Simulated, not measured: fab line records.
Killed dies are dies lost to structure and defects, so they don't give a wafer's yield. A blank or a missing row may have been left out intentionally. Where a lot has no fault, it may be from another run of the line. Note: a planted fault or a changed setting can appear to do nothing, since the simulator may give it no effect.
Matching of chambers	flow n5_finfet	pecvd-04 running N5_BEOL_M0_SAQP_PECVD_00: 3 sister chambers
The step deposits SiCN from 3MS/NH3, target thk 8 nm, time 14 s. 6 wafers are shown with their chamber, then 9 later ones without.

== EACH WAFER AND ITS CHAMBER ==
wafer	chamber	throttle_valve_pct (%)	showerhead_plenum_p_Torr (Torr)
L081.5	0	9.5	3.657
L082.1	0	9.2	3.654
L082.2	2	8.8	3.670
L088.1	1	9.3	3.660
L088.3	2	8.6	3.660
L088.5	1	9.5	3.653

== WAFERS WITHOUT THEIR CHAMBER ==
wafer	throttle_valve_pct (%)	showerhead_plenum_p_Torr (Torr)
L089.1	8.7	3.669
L089.5	9.6	3.664
L089.6	9.5	3.649
L090.2	9.5	3.655
L090.5	9.6	3.661
L090.6	9.4	3.654
L094.1	9.4	3.665
L094.2	9.5	3.647
L094.3	8.6	3.669

== CHAMBER TAKEN BY EACH ==
wafer	from the rows above	in truth
L089.1	2	2
L089.5	can't be placed: 1 or 0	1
L089.6	can't be placed: 0 or 1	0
L090.2	can't be placed: 1 or 0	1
L090.5	can't be placed: 1 or 0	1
L090.6	can't be placed: 0 or 1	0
L094.1	can't be placed: 1 or 0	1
L094.2	can't be placed: 0 or 1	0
L094.3	2	2
Correct placement for 2 of the 9. Not placeable from these rows: 7 (in 7, the candidates include the true chamber). Number placed wrongly: 0.
How it was worked out, from the rows above alone: a wafer's distance from a chamber is the root of the sum, over the readings, of the square of ((its reading less the chamber's mean) divided by the reading's scatter). If the next closest chamber is less than 2 further off than the closest, the wafer can't be placed; otherwise it belongs to the closest. A chamber's mean is the mean of its shown wafers. The scatter: take each reading less its chamber's mean, square it, sum over the shown wafers, divide by the number of wafers less the number of chambers, and take the root.
